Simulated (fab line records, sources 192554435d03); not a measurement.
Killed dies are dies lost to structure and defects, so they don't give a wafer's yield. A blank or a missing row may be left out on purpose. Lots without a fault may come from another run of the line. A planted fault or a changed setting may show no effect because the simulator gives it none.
Tool commonality check | flow n5_finfet | 11 lots, 33 wafers sampled

WHY IT WAS OPENED
At N5_BEOL_M5_THK_MEAS_01 the reading M5_ILD_THK is flagged on 3 of 11 lots. Wafers without a fault read 120.2 nm, standard deviation 1.8.
Rule: a lot is flagged when every wafer of it that has a number lies more than 4 standard deviations from that mean, or none has a number. The other lots count as sound.

lot  | measured     | on            | M5_ILD_THK (nm), wafer by wafer | flag
L125 | day 8 23:53  | film_metro-01 | 120.6 118.9 121.5               |
L130 | day 10 01:39 | film_metro-01 | 137.9 137.9 141.2               | FLAGGED
L131 | day 10 09:45 | film_metro-02 | 138.1 139.6 139.2               | FLAGGED
L132 | day 10 13:16 | film_metro-01 | 140.2 139.0 139.9               | FLAGGED
L134 | day 11 06:29 | film_metro-02 | 120.4 122.2 123.1               |
L136 | day 11 13:01 | film_metro-02 | 119.0 120.2 120.9               |
L137 | day 11 20:25 | film_metro-02 | 122.5 120.0 123.4               |
L139 | day 12 04:20 | film_metro-02 | 119.8 119.7 122.1               |
L140 | day 12 15:41 | film_metro-02 | 116.9 117.7 119.3               |
L142 | day 13 08:55 | film_metro-01 | 117.7 119.4 120.8               |
L144 | day 13 14:18 | film_metro-02 | 119.4 118.8 121.9               |
The numbers of the flagged lots are 139.2 nm on average: +19.0 nm against the usual, or +11 standard deviations.

WHICH TOOL RAN EACH LOT
The record holds 4 process steps before the reading, out of a route of 1938 steps. In each cell: the tool, then ch and the chambers that the sampled wafers went through, then the start.
lot  | flag    | N5_BEOL_M4_DEGAS_44          | N5_BEOL_M4_ALD_84                   | N5_BEOL_M4_ANNEAL_51             | N5_BEOL_M5_CURE_79
L125 |         | pvd_sputter-01, day 8 17:05  | ald_metal-01 ch 1,3, day 8 17:19    | rtp_anneal-02 ch 0, day 8 21:29  | uv_cure-03 ch 0, day 8 23:27
L130 | FLAGGED | pvd_sputter-03, day 9 20:25  | ald_metal-02 ch 1,2,3, day 9 20:31  | rtp_anneal-01 ch 0, day 9 23:10  | uv_cure-01 ch 1, day 10 01:08
L131 | FLAGGED | pvd_sputter-02, day 10 04:38 | ald_metal-04 ch 0,2,3, day 10 04:44 | rtp_anneal-02 ch 0, day 10 07:18 | uv_cure-03 ch 0, day 10 09:19
L132 | FLAGGED | pvd_sputter-03, day 10 07:29 | ald_metal-02 ch 0,2,3, day 10 07:35 | rtp_anneal-01 ch 0, day 10 10:49 | uv_cure-03 ch 1, day 10 12:45
L134 |         | pvd_sputter-03, day 11 00:50 | ald_metal-04 ch 0,2,3, day 11 00:57 | rtp_anneal-02 ch 0, day 11 03:28 | uv_cure-01 ch 0, day 11 05:29
L136 |         | pvd_sputter-01, day 11 07:56 | ald_metal-04 ch 1,3, day 11 08:02   | rtp_anneal-01 ch 0, day 11 10:38 | uv_cure-03 ch 2, day 11 12:39
L137 |         | pvd_sputter-03, day 11 15:09 | ald_metal-01 ch 1,2,3, day 11 15:15 | rtp_anneal-01 ch 0, day 11 18:06 | uv_cure-02 ch 0, day 11 20:09
L139 |         | pvd_sputter-02, day 11 23:16 | ald_metal-04 ch 0,2,3, day 11 23:22 | rtp_anneal-02 ch 0, day 12 01:55 | uv_cure-03 ch 2, day 12 03:54
L140 |         | pvd_sputter-03, day 12 10:35 | ald_metal-04 ch 0,3, day 12 10:41   | rtp_anneal-02 ch 0, day 12 13:14 | uv_cure-03 ch 1, day 12 15:10
L142 |         | pvd_sputter-03, day 13 03:52 | ald_metal-01 ch 0,1, day 13 03:58   | rtp_anneal-01 ch 0, day 13 06:26 | uv_cure-02 ch 0, day 13 08:24
L144 |         | pvd_sputter-02, day 13 09:09 | ald_metal-04 ch 0,2,3, day 13 09:23 | rtp_anneal-02 ch 0, day 13 11:52 | uv_cure-03 ch 2, day 13 13:52
What these steps do:
- N5_BEOL_M4_DEGAS_44: time 60 s.
- N5_BEOL_M4_ALD_84: deposits TaN, pulse time 2 s, purge time 3 s, co reactant purge time 2 s.
- N5_BEOL_M4_ANNEAL_51: time 90 s.
- N5_BEOL_M5_CURE_79: cures SiCOH lowk, time 240 s.
- N5_BEOL_M5_THK_MEAS_01

FLAGGED OVER TOTAL, TOOL BY TOOL (the gauges that took the reading come last)
step                   | tool           | lots run | flagged | share of the flagged lots | sound lots run after its first flagged lot
N5_BEOL_M4_DEGAS_44    | pvd_sputter-01 | 2        | 0       | none                      | -
N5_BEOL_M4_DEGAS_44    | pvd_sputter-02 | 3        | 1       | some                      | 2 (L139,L144)
N5_BEOL_M4_DEGAS_44    | pvd_sputter-03 | 6        | 2       | some                      | 4 (L134,L137,L140,L142)
N5_BEOL_M4_ALD_84      | ald_metal-01   | 3        | 0       | none                      | -
N5_BEOL_M4_ALD_84      | ald_metal-02   | 2        | 2       | some                      | 0
N5_BEOL_M4_ALD_84      | ald_metal-04   | 6        | 1       | some                      | 5 (L134,L136,L139,L140,L144)
N5_BEOL_M4_ANNEAL_51   | rtp_anneal-01  | 5        | 2       | some                      | 3 (L136,L137,L142)
N5_BEOL_M4_ANNEAL_51   | rtp_anneal-02  | 6        | 1       | some                      | 4 (L134,L139,L140,L144)
N5_BEOL_M5_CURE_79     | uv_cure-01     | 2        | 1       | some                      | 1 (L134)
N5_BEOL_M5_CURE_79     | uv_cure-02     | 2        | 0       | none                      | -
N5_BEOL_M5_CURE_79     | uv_cure-03     | 7        | 2       | some                      | 4 (L136,L139,L140,L144)
N5_BEOL_M5_THK_MEAS_01 | film_metro-01  | 4        | 2       | some                      | 1 (L142)
N5_BEOL_M5_THK_MEAS_01 | film_metro-02  | 7        | 1       | some                      | 6 (L134,L136,L137,L139,L140,L144)

WHAT THE TABLE ALLOWS
No row of the table ran every flagged lot.

WHAT THE SIMULATOR HAD PUT IN
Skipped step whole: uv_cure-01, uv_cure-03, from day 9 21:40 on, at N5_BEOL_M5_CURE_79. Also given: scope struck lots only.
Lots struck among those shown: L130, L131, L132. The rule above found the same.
